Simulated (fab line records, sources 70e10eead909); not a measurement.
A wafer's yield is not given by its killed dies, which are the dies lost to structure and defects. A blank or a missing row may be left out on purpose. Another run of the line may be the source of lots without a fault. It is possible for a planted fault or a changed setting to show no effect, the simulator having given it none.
fab line records	flow nandHarc
record: lots: 6	wafers: 18	lastDay: 24
route steps=1159 shown P_CONTACT@236 END@1159
lots that met no fault: taken from a fault-free run of the same line
startH: hours from the record's first day to the start of the lot's first wafer shown	waitH: hours since the lot's step before	" the same as in the row above	L1.1+2: a row that stands for several wafers	- no value present, or no start provided	* or withheld: withheld	< > ~ a bound
route shown NAME@n: names a module that has steps shown in the file, with the first one's number in the route	usual: average and standard deviation across the fault-free wafers	same: alike in all rows	chamber/n: place in a boat	sites: the reading at each site	_std_site: the standard deviation of these	_edge_site: inner sites' mean taken away from outer sites' mean	radiusMm: for every site, how far away it sits from the centre of the wafer	mask NAME#n: copy n	behind: the most recent tool/chamber to have shaped the wafer	hold: the reason the lot was held/the length of the hold in hours/how it ended	device: which transistor (n, p or np) failed to switch	end of line: the route-end tests of the same wafers	a step with no rows: only its recipe	killed: not the wafer's yield, but the dies lost to structure and defects at the first sort	map: the dies of a wafer, with x for killed, . for not killed, _ for no die there
set.NAME: the setting as run; set.NAME@STEP: as run at that earlier step	model.NAME: the simulator's own value behind a step, which no gauge read
certain route steps with their lots: each step a table, each wafer a row
services: when a tool's chamber went out of use (startH, in hours from the record's first day, below 0 if earlier), for how many hours, and the reason
== steps ==
step: NHARC_P_CONTACT_ETCH_35
recipe: targetDepthA: 390	overEtchFrac: 0.3	timeS: 65	ionEnergyEv: 80	cf4FlowSccm: 150	arFlowSccm: 0	rfW: 300	biasW: 100	chemistry: CF4
step: NHARC_P_CONTACT_ETCH_36
recipe: targetDepthA: 2600	overEtchFrac: 0.25	timeS: 406.25	ionEnergyEv: 200	n2FlowSccm: 150	h2FlowSccm: 150	arFlowSccm: 0	rfW: 400	biasW: 150	chemistry: N2/H2
step: NHARC_P_CONTACT_ETCH_18
recipe: targetDepthA: 4810	timeS: 240.5	c4f8FlowSccm: 20	o2FlowSccm: 10	arFlowSccm: withheld	rfW: 600	biasW: 1500	chemistry: C4F8/O2/Ar
usual: oesProductAu: 0.961/0.02	rfVppV: 975/6.1
lot.wafer	tool	chamber	startH	waitH	oesProductAu	rfHoursCounterH	rfVppV
L497.2	rieDiel-02	1	-	-	0.925	12	970
L497.3	"	3	"	"	0.939	13	969
L497.5	"	0	"	"	0.929	-	991
L498.2	rieDiel-02	3	-	-	0.978	13	971
L498.1	"	1	"	"	0.955	12	972
L498.5	"	2	"	"	0.980	-	970
L500.2	rieDiel-13	1	-	-	0.980	2	974
L500.5	"	3	"	"	0.955	-	974
L500.6	"	0	"	"	0.970	-	982
L512.1	rieDiel-13	0	-	-	0.955	8	981
L512.3	"	2	"	"	0.972	12	972
L512.6	"	1	"	"	0.960	-	974
L516.3	rieDiel-13	3	-	-	0.955	15	975
L516.2	"	1	"	"	0.993	11	972
L516.5	"	0	"	"	0.967	-	980
L520.1	rieDiel-13	2	-	-	0.954	16	974
L520.2	"	3	"	"	0.951	17	973
L520.6	"	0	"	"	0.966	-	982
step: NHARC_P_CONTACT_STRIP_37
recipe: c4f8FlowSccm: withheld	o2FlowSccm: 8	arFlowSccm: withheld	biasW: 0	chemistry: C4F8/O2/Ar
step: NHARC_P_CONTACT_ETCH_31
recipe: targetDepthA: 300	timeS: 85.7	ionEnergyEv: 120	overEtchFrac: 1	ch3fFlowSccm: 50	o2FlowSccm: 30	arFlowSccm: 200	rfW: 500	biasW: 100	chemistry: CH3F/O2
usual: drypumpMotorCurrentA: 5.5/0.43	oesProductAu: 0.986/0.012	rfVppV: 243.4/1.7	showerheadPlenumPTorr: 2.39/0.11	throttleValvePct: 20.664/0.0096
lot.wafer	tool	chamber	startH	waitH	drypumpMotorCurrentA	oesProductAu	rfHoursCounterH	rfVppV	showerheadPlenumPTorr	throttleValvePct
L497.3	rieDiel-02	1	-	-	6.0	0.959	12	242.3	2.32	20.667
L497.2	"	2	"	"	5.5	0.967	13	242.7	2.31	20.668
L497.5	"	2	"	"	5.5	0.976	-	241.5	2.31	20.670
L498.1	rieDiel-02	3	-	-	5.1	0.982	13	243.3	2.30	20.672
L498.2	"	1	"	"	5.9	0.982	12	243.1	2.32	20.653
L498.5	"	1	"	"	6.0	0.978	-	243.1	2.32	20.666
L500.2	rieDiel-13	1	-	-	5.1	1.000	2	243.0	2.37	20.666
L500.6	"	0	"	"	6.3	0.991	-	245.8	2.52	20.682
L500.5	"	1	"	"	5.1	1.000	-	244.0	2.37	20.649
L512.3	rieDiel-13	2	-	-	6.1	0.985	12	243.6	2.35	20.641
L512.1	"	0	"	"	6.2	0.991	8	245.6	2.52	20.657
L512.6	"	2	"	"	6.0	0.980	-	242.3	2.35	20.643
L516.3	rieDiel-13	2	-	-	6.0	0.984	15	243.7	2.35	20.665
L516.2	"	3	"	"	5.2	0.988	15	242.5	2.39	20.677
L516.5	"	0	"	"	6.3	0.988	-	245.6	2.52	20.676
L520.2	rieDiel-13	2	-	-	6.0	0.987	16	241.8	2.35	20.648
L520.1	"	0	"	"	6.2	1.000	13	246.1	2.52	20.646
L520.6	"	2	"	"	6.0	0.984	-	243.2	2.35	20.669
step: NHARC_P_CONTACT_CD_MEAS_19
usual: cdNm: 89.9/1.6
lot.wafer	tool	chamber	startH	waitH	cdNm
L497.2	cdSem-03	-	107.79	-	86.6
L497.3	"	-	"	"	87.1
L497.5	"	-	"	"	85.2
L498.1	cdSem-02	-	108.92	-	90.6
L498.2	"	-	"	"	88.3
L498.5	"	-	"	"	89.4
L500.2	cdSem-02	-	125.10	-	90.9
L500.5	"	-	"	"	91.4
L500.6	"	-	"	"	90.4
L512.1	cdSem-01	-	203.06	-	90.6
L512.3	"	-	"	"	90.9
L512.6	"	-	"	"	92.7
L516.2	cdSem-01	-	223.95	-	90.0
L516.3	"	-	"	"	91.6
L516.5	"	-	"	"	89.3
L520.1	cdSem-02	-	246.37	-	88.2
L520.2	"	-	"	"	91.1
L520.6	"	-	"	"	88.0
step: NHARC_P_CONTACT_STRIP_28
recipe: o2FlowSccm: 500	arFlowSccm: 0	biasW: 0	chemistry: O2
step: NHARC_P_CONTACT_STRIP_29
recipe: timeS: 1200	tempC: 72.5	chemistry: postEtchResidueRemover
step: NHARC_P_CONTACT_DEGAS_38
recipe: tempC: 300	timeS: 60
usual: heaterPowerW: 453/29
lot.wafer	tool	chamber	startH	waitH	heaterPowerW
L497.3	pvdSputter-02	-	108.50	-	443
L497.2	"	-	"	"	437
L497.5	"	-	"	"	423
L498.2	pvdSputter-01	-	109.65	-	393
L498.1	"	-	"	"	516
L498.5	"	-	"	"	400
L500.2	pvdSputter-02	-	125.84	-	454
L500.5	"	-	"	"	458
L500.6	"	-	"	"	444
L512.1	pvdSputter-03	-	203.77	-	455
L512.3	"	-	"	"	470
L512.6	"	-	"	"	461
L516.2	pvdSputter-02	-	224.66	-	434
L516.3	"	-	"	"	411
L516.5	"	-	"	"	423
L520.2	pvdSputter-03	-	247.14	-	452
L520.1	"	-	"	"	459
L520.6	"	-	"	"	444
step: NHARC_P_CONTACT_PRE_CLEAN_39
recipe: timeS: 19.5	biasV: 250	gas: Ar
step: NHARC_P_CONTACT_PVD_32
recipe: targetThkA: 50	chamberPressurePa: 5	powerW: 5000	substrateTempC: 200	timeS: 17.7	material: Ti
usual: cathodeDcPowerW: 5000.0/0.89	throttleValvePct: 29.5/0.79
lot.wafer	tool	chamber	startH	waitH	cathodeDcPowerW	throttleValvePct
L497.3	pvdSputter-02	-	-	-	5000.7	29.3
L497.2	"	-	"	"	5000.5	29.5
L497.5	"	-	"	"	4998.6	29.3
L498.1	pvdSputter-01	-	-	-	5001.6	30.3
L498.2	"	-	"	"	4999.7	29.1
L498.5	"	-	"	"	5002.2	30.4
L500.2	pvdSputter-02	-	-	-	4999.3	29.5
L500.5	"	-	"	"	4999.7	29.8
L500.6	"	-	"	"	5000.1	29.3
L512.1	pvdSputter-03	-	-	-	4999.5	30.8
L512.3	"	-	"	"	4998.8	29.5
L512.6	"	-	"	"	5000.3	30.9
L516.3	pvdSputter-02	-	-	-	4999.2	29.6
L516.2	"	-	"	"	5000.0	28.8
L516.5	"	-	"	"	5000.4	28.4
L520.2	pvdSputter-03	-	-	-	5000.9	29.5
L520.1	"	-	"	"	4998.7	30.5
L520.6	"	-	"	"	5000.1	29.7
step: NHARC_P_CONTACT_ALD_22
recipe: targetThkA: 30	pulseTimeS: 1	aldCycles: 150	tempC: 450	material: TiN
usual: heaterPowerW: 1084/160	precursorPulseHeightRel: 1.000/0.021
lot.wafer	tool	chamber	startH	waitH	heaterPowerW	precursorPulseHeightRel
L497.3	aldMetal-04	0	108.74	-	1191	0.992
L497.2	"	1	"	"	954	0.977
L497.5	"	0	"	"	1210	0.976
L498.2	aldMetal-04	0	109.89	-	1210	0.984
L498.1	"	1	"	"	996	1.019
L498.5	"	0	"	"	1165	0.989
L500.2	aldMetal-04	2	126.11	-	1614	1.039
L500.6	"	3	"	"	1003	1.022
L500.5	"	0	"	"	1199	1.027
L512.1	aldMetal-03	2	204.13	-	1007	1.028
L512.3	"	3	"	"	1017	0.979
L512.6	"	2	"	"	990	1.002
L516.2	aldMetal-01	0	224.90	-	1116	1.001
L516.3	"	1	"	"	1119	0.983
L516.5	"	1	"	"	1108	1.008
L520.1	aldMetal-03	1	247.40	-	1061	0.963
L520.2	"	2	"	"	1008	1.010
L520.6	"	1	"	"	1075	0.969
step: NHARC_P_CONTACT_CVD_23
recipe: targetThkA: 2000	tempC: 300	pressureTorr: 40	wf6FlowSccm: 40	h2FlowSccm: 1600	arFlowSccm: 1560	timeS: 557	material: W
usual: heaterPowerW: 443/42	throttleValvePct: 8.05/0.18
lot.wafer	tool	chamber	startH	waitH	heaterPowerW	throttleValvePct
L497.2	cvdW-02	0	108.95	-	425	8.00
L497.3	"	0	"	"	422	8.36
L497.5	"	1	"	"	467	7.91
L497.2	cvdW-02	0	110.23	1.2	425	8.26
L497.3	"	0	"	"	424	8.18
L497.5	"	1	"	"	458	8.03
L498.1	cvdW-02	0	110.23	-	424	7.99
L498.2	"	1	"	"	455	8.03
L498.5	"	1	"	"	455	8.12
L498.1	cvdW-02	0	111.01	0.7	424	8.20
L498.2	"	1	"	"	453	7.89
L498.5	"	1	"	"	466	7.84
L500.2	cvdW-02	1	132.48	-	468	8.00
L500.6	"	0	"	"	428	8.24
L500.5	"	1	"	"	455	8.03
L512.1	cvdW-01	0	206.64	-	388	7.52
L512.3	"	1	"	"	502	7.90
L512.6	"	1	"	"	504	7.83
L516.2	cvdW-01	1	227.96	-	499	7.70
L516.3	"	0	"	"	388	7.90
L516.5	"	0	"	"	385	7.87
L520.2	cvdW-02	0	250.56	-	423	7.86
L520.1	"	1	"	"	458	8.13
L520.6	"	0	"	"	418	8.08
step: NHARC_P_CONTACT_CMP_24
recipe: tOverpolishS: 30	targetThkNm: 200
usual: motorCurrentA: 12.3/1	overpolishRunS: 30.001/0.0091	padLifeWafers: 283/160	timeToEndpointS: 39.8/2.6
lot.wafer	tool	chamber	startH	waitH	motorCurrentA	overpolishRunS	padLifeWafers	timeToEndpointS
L497.3	cmp-02	0	111.04	0.5	12.0	29.997	424	77.3
L497.2	"	1	"	"	10.6	30.003	425	80.7
L497.5	"	0	"	"	12.0	29.998	-	77.0
L498.1	cmp-02	0	111.75	0.7	11.5	29.985	424	77.8
L498.2	"	1	"	"	9.9	29.998	425	83.1
L498.5	"	3	"	"	11.5	29.998	-	83.1
L500.2	cmp-03	3	133.06	0.5	13.7	30.022	325	39.2
L500.6	"	2	"	"	12.9	30.003	-	39.9
L500.5	"	3	"	"	13.8	30.001	-	42.1
L512.1	cmp-04	2	207.29	0.6	11.2	29.997	0	42.2
L512.3	"	1	"	"	11.5	30.007	3	36.1
L512.6	"	2	"	"	11.1	29.974	-	44.1
L516.2	cmp-03	2	228.58	0.5	13.6	30.000	428	41.0
L516.3	"	3	"	"	13.3	29.987	429	39.1
L516.5	"	0	"	"	13.0	30.009	-	39.8
L520.2	cmp-03	0	251.23	0.6	13.3	30.008	541	39.0
L520.1	"	1	"	"	12.7	30.007	542	38.8
L520.6	"	0	"	"	13.4	30.017	-	39.8
step: NHARC_END_SORT_01
recipe: tempC: 25
usual: killedAtArray: 29/13	killedAtOther: 0.7/1	killedAtPeriphery: 3.2/2.3	killedDies: 33/13	killedOpen: 3.3/1.7	killedShort: 2.0/1.5
same: grossDies: 677
lot.wafer	tool	chamber	startH	waitH	killedAtArray	killedAtOther	killedAtPeriphery	killedDies	killedOpen	killedShort
L497.2	prober-02	0	439.04	2.8	18	0	3	21	3	1
L497.3	prober-02	0	439.84	3.1	13	0	5	18	4	2
L497.5	prober-02	0	441.44	3.7	25	0	2	27	5	2
L500.2	prober-02	0	447.70	2.8	27	1	3	31	3	1
L500.5	prober-02	0	450.08	3.7	31	0	5	36	4	2
L500.6	prober-02	0	450.88	4.0	27	1	3	31	4	1
L512.1	prober-02	0	529.72	2.5	45	0	1	46	2	1
L512.3	prober-02	0	531.32	3.1	45	1	4	50	3	2
L512.6	prober-02	0	533.72	4.0	36	2	2	40	2	1
L516.2	prober-01	0	573.07	2.8	60	0	1	61	5	2
L516.3	prober-01	0	573.88	3.1	55	0	5	60	3	2
L516.5	prober-01	0	575.48	3.7	55	0	1	56	4	0
killed by level:class
L497.2 A_SLIT:chamberFilmFlake=7 A_STAIRCASE:chamberFilmFlake=4 A_CHANNEL_HOLE_D1:chamberFilmFlake=2 A_CONTACT:chamberFilmFlake=2 P_STI:geometricParticle:open=1 P_M0:geometricParticle:short=1 A_ONON_D1:geometricParticle:open=1 A_CHANNEL_FILL_D1:geometricParticle:open=1
L497.3 A_SLIT:chamberFilmFlake=5 P_CONTACT:geometricParticle:open=2 A_STAIRCASE:chamberFilmFlake=2 A_CONTACT:chamberFilmFlake=2 P_STI:geometricParticle:short=1 P_M1:geometricParticle:open=1 A_CHANNEL_FILL_D1:geometricParticle:short=1 A_SGD_CUT:geometricParticle:open=1
L497.5 A_SLIT:chamberFilmFlake=9 A_STAIRCASE:chamberFilmFlake=4 A_CHANNEL_FILL_D1:geometricParticle:open=3 A_CHANNEL_HOLE_D1:chamberFilmFlake=3 A_CONTACT:chamberFilmFlake=2 P_STI:chamberFilmFlake=1 P_M0:geometricParticle:open=1 A_ONON_D1:geometricParticle:short=1
L500.2 A_CHANNEL_HOLE_D1:chamberFilmFlake=12 A_CONTACT:chamberFilmFlake=5 A_CONTACT:geometricParticle:open=3 P_GATE:chamberFilmFlake=2 A_STAIRCASE:chamberFilmFlake=2 A_M0:chamberFilmFlake=2 A_WL_FILL:geometricParticle:short=1 P_ZERO_WELL:chamberFilmFlake=1
L500.5 A_CHANNEL_HOLE_D1:chamberFilmFlake=14 A_CONTACT:chamberFilmFlake=6 A_STAIRCASE:chamberFilmFlake=6 P_ZERO_WELL:chamberFilmFlake=2 A_CHANNEL_FILL_D1:chamberFilmFlake=2 P_STI:geometricParticle:open=1 P_GATE:geometricParticle:open=1 P_CONTACT:geometricParticle:short=1
L500.6 A_CHANNEL_HOLE_D1:chamberFilmFlake=12 A_CONTACT:chamberFilmFlake=5 A_STAIRCASE:chamberFilmFlake=4 A_ONON_D1:geometricParticle:open=2 P_GATE:chamberFilmFlake=2 A_ONON_D1:geometricParticle:short=1 A_CHANNEL_FILL_D1:geometricParticle:open=1 A_CONTACT:geometricParticle:open=1
L512.1 A_CHANNEL_HOLE_D1:chamberFilmFlake=24 A_SLIT:chamberFilmFlake=12 A_CONTACT:chamberFilmFlake=3 A_SGD_CUT:chamberFilmFlake=2 A_SOURCE_PLATE:geometricParticle:short=1 A_BLC:geometricParticle:open=1 A_M0:geometricParticle:open=1 P_STI:chamberFilmFlake=1
L512.3 A_CHANNEL_HOLE_D1:chamberFilmFlake=19 A_SLIT:chamberFilmFlake=19 A_CONTACT:chamberFilmFlake=3 P_M0:geometricParticle:open=2 A_CHANNEL_FILL_D1:geometricParticle:short=2 P_STI:chamberFilmFlake=2 A_CHANNEL_FILL_D1:geometricParticle:open=1 A_SGD_CUT:chamberFilmFlake=1
L512.6 A_SLIT:chamberFilmFlake=16 A_CHANNEL_HOLE_D1:chamberFilmFlake=14 A_SGD_CUT:chamberFilmFlake=2 A_CONTACT:chamberFilmFlake=2 A_CHANNEL_FILL_D1:geometricParticle:open=1 A_CONTACT:geometricParticle:open=1 P_STI:chamberFilmFlake=1 P_GATE:chamberFilmFlake=1
L516.2 A_CHANNEL_HOLE_D1:chamberFilmFlake=22 A_CONTACT:chamberFilmFlake=14 A_SLIT:chamberFilmFlake=13 A_WL_FILL:geometricParticle:short=2 A_CONTACT:geometricParticle:open=2 A_STAIRCASE:chamberFilmFlake=2 A_CHANNEL_HOLE_D1:geometricParticle:open=1 A_M0:geometricParticle:open=1
L516.3 A_SLIT:chamberFilmFlake=23 A_CHANNEL_HOLE_D1:chamberFilmFlake=13 A_CONTACT:chamberFilmFlake=11 P_CONTACT:geometricParticle:short=2 P_GATE:chamberFilmFlake=2 A_STAIRCASE:chamberFilmFlake=2 A_ONON_D1:geometricParticle:open=1 A_CONTACT:geometricParticle:open=1
L516.5 A_CHANNEL_HOLE_D1:chamberFilmFlake=23 A_CONTACT:chamberFilmFlake=13 A_SLIT:chamberFilmFlake=11 A_M0:geometricParticle:open=2 A_CHANNEL_FILL_D1:geometricParticle:open=1 A_WL_FILL:geometricParticle:open=1 P_GATE:chamberFilmFlake=1 A_ZERO_WELL:chamberFilmFlake=1
== services ==
tool	chamber	startH	hours	kind
rieDiel-13	-	99.00	9.0	pm
pvdSputter-03	-	102.00	10.0	pm
cvdW-02	-	103.23	0.5	repair
rieDiel-02	0	108.44	6.3	repair
cmp-03	-	108.62	3.7	repair
cvdW-01	-	112.56	13.0	pm
pvdSputter-01	-	114.08	3.8	repair
pvdSputter-02	-	116.01	0.9	repair
cmp-02	-	128.63	4.0	pm
aldMetal-03	-	144.00	10.0	pm
rieDiel-13	1	144.74	23.0	repair
rieDiel-02	-	150.70	9.0	pm
rieDiel-13	0	152.25	13.6	repair
cmp-03	-	156.00	4.0	pm
pvdSputter-01	-	158.02	10.0	pm
rieDiel-13	0	183.16	9.0	repair
rieDiel-02	3	183.17	3.3	repair
aldMetal-04	-	185.28	0.5	repair
cmp-03	-	189.27	3.6	repair
aldMetal-04	-	228.00	10.0	pm
rieDiel-13	-	231.00	0.4	repair
cvdW-02	-	232.03	13.0	pm
pvdSputter-02	-	236.27	5.2	repair
rieDiel-02	1	246.19	5.3	repair
== key ==
firstSign: step: NHARC_P_CONTACT_CVD_23	reading: visit	direction: added
effect: step: NHARC_P_CONTACT_CMP_24	reading: timeToEndpointS	direction: up	sigmas: 15	usual: *	struck: *
metAt NHARC_P_CONTACT_CVD_23
struckWafers L497.2,L497.3,L497.5,L498.1,L498.2,L498.5
testerLeftOut L497,L498
fault: kind: repeatedStepWhole	tool: cvdW-01,cvdW-02	chamber: -	onsetH: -	steps: NHARC_P_CONTACT_CVD_23	times: 1	scope: struckLotsOnly
testerLeftOut: of these lots the tester's yield and bins aren't shown, on N5 and GAA mostly nor the transistor test; their killed dies are dies lost to structure and defects alone, not to doping, threshold or leakage, so they don't give the yield
